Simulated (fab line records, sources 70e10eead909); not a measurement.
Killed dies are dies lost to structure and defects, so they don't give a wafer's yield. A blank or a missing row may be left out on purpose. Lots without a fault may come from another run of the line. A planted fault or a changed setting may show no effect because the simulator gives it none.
A struck lot beside a sound one | flow nand_harc | 18 steps out of a route of 1302
Sound: wafers L325.3, L325.4, L325.6. Struck: wafers L342.3, L342.4, L342.6. The cause comes at the end.
At each step with rows: each side's tool, then ch and its chambers, then its first start. Under that, the readings that differ: sound wafers | struck wafers | difference of the means | sigmas: that difference in standard deviations of wafers without a fault.
alike: readings whose means differ by less than 2 such deviations, and words and numbers that are the same on both sides. not compared: withheld readings, readings that some wafer has no value for, bounds like >300 that may hide the same value, and numbers for which the record gives no deviation and whose values overlap.
The two part at a step that has a row with sigmas, a row that says differs or no value, or rows on one side only. Numbers that don't overlap but have no deviation are shown without sigmas and don't part them. A reading that every wafer of one side lacks parts them only if that side has two wafers or more.

NHARC_P_CONTACT_CVD_23: deposits W, target thk 200 nm, time 557 s.
  sound on cvd_w-02 ch 0,1; struck on cvd_w-02 ch 0,1
  alike: heater_power_w, throttle_valve_pct
NHARC_P_CONTACT_CMP_24: polishes, t overpolish 30 s, target thk 200 nm.
  sound on cmp-01 ch 0,1,3, day 6 19:44; struck on cmp-02 ch 0,3, day 14 00:34
  alike: motor_current_A, overpolish_run_s, time_to_endpoint_s
then, 1 step without rows for these wafers: NHARC_P_CONTACT_SRD_26.
NHARC_P_CONTACT_INSPECT_27:
  sound on defect_inspect-01, day 6 20:07; struck on defect_inspect-01, day 14 00:58
  alike: raw_defect_count
then, 7 steps without rows for these wafers: NHARC_P_M0_DEP_00 (deposits SiOC, target thk 150 nm); NHARC_P_M0_DEHYDRATE_01 (time 120 s); NHARC_P_M0_HMDS_02 (time 30 s); NHARC_P_M0_COAT_33 (time 65 s); NHARC_P_M0_COAT_03 (resist thk 90 nm); NHARC_P_M0_SOFTBAKE_04 (time 55 s); NHARC_P_M0_EBR_05.
NHARC_P_M0_EXPOSE_06: exposes mask P M0, target cd 90 nm.
  sound on arfi_scanner-01 ch 0, day 6 20:52; struck on arfi_scanner-03 ch 0, day 14 01:39
  reading                      | sound                | struck            | difference | sigmas
  model.P_M0.overlay_x_nm (nm) | -1.401 -1.401 -1.401 | 21.22 21.22 21.22 | +22.62     |
  alike: mask, focus_offset_nm
then, 2 steps without rows for these wafers: NHARC_P_M0_PEB_07 (peb time 65 s); NHARC_P_M0_DEVELOP_08 (develop time 35 s).
NHARC_P_M0_CD_MEAS_09: target cd 90 nm.
  sound on cd_sem-01 ch 0, day 6 21:01; struck on cd_sem-01 ch 0, day 14 01:47
  alike: cd_nm
NHARC_P_M0_OVL_MEAS_10: pitch 180 nm.
  sound on overlay-01, day 6 21:05; struck on overlay-01, day 14 01:52
  reading           | sound          | struck         | difference | sigmas
  overlay_x_nm (nm) | -1.4 -1.1 -2.1 | 20.8 21.1 21.6 | +22.7      | +28
  alike: overlay_y_nm
NHARC_P_M0_INSPECT_11:
  sound on defect_inspect-02, day 6 21:08; struck on defect_inspect-01, day 14 01:55
  alike: raw_defect_count
-- the record jumps here: 18 days lie between the struck wafers' starts before and after (it left off in module P_M0 and takes up again in module END, whose first step shown is number 1302 of the route) --
NHARC_END_SORT_01:
  sound on prober-01 ch 0, day 25 07:04; struck on prober-02 ch 0, day 32 07:40
  alike: defect_limited_yield, killed_at_array, killed_at_other, killed_at_periphery, killed_dies, killed_open, killed_short

WHERE THEY PART
Only at NHARC_P_M0_OVL_MEAS_10, within this record. Later steps at which nothing parts them and some readings are alike: NHARC_P_M0_INSPECT_11, NHARC_END_SORT_01.

WHY: what the simulator had put in
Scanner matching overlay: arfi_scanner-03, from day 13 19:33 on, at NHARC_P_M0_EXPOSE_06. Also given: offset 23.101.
